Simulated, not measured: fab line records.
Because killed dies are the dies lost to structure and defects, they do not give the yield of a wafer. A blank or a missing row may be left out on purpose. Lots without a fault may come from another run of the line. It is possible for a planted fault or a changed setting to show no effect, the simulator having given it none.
Chamber matching    flow nandHarc    NHARC_A_SLIT_DEP_23 on pecvd-01: 3 sister chambers
The step deposits SiON, target thk 100 nm. 3 wafers are shown with their chamber, then 8 later ones without.

## WAFERS WITH THEIR CHAMBER
wafer   chamber  heaterPowerW (W)
L108.1  2        737
L116.5  1        782
L115.1  0        778

## WAFERS WHOSE CHAMBER IS MISSING
wafer   heaterPowerW (W)
L115.2  740
L115.3  651
L117.2  759
L117.4  745
L117.5  781
L123.1  744
L123.3  810
L123.6  805

## WHICH CHAMBER EACH WENT THROUGH
wafer   from the rows above           in truth
L115.2  can't be placed: 2 or 0 or 1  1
L115.3  can't be placed: 2 or 0 or 1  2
L117.2  can't be placed: 0 or 2 or 1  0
L117.4  can't be placed: 2 or 0 or 1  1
L117.5  can't be placed: 1 or 0 or 2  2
L123.1  can't be placed: 2 or 0 or 1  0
L123.3  can't be placed: 1 or 0 or 2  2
L123.6  can't be placed: 1 or 0 or 2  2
Correct placement for 0 of the 8. Not placeable from these rows: 8 (in 8, the candidates include the true chamber). Number placed wrongly: 0.
How it was worked out, from the rows above alone: a wafer's distance from a chamber is the root of the sum, over the readings, of the square of ((its reading less the chamber's mean) divided by the reading's scatter). The wafer belongs to the nearest chamber; if the next one is less than 2 further off, it can't be placed. A chamber's mean is the mean of its shown wafers. The scatter (one wafer shown for each chamber): square how far every hidden wafer sits from the nearest shown wafer, average those squares and take the square root.
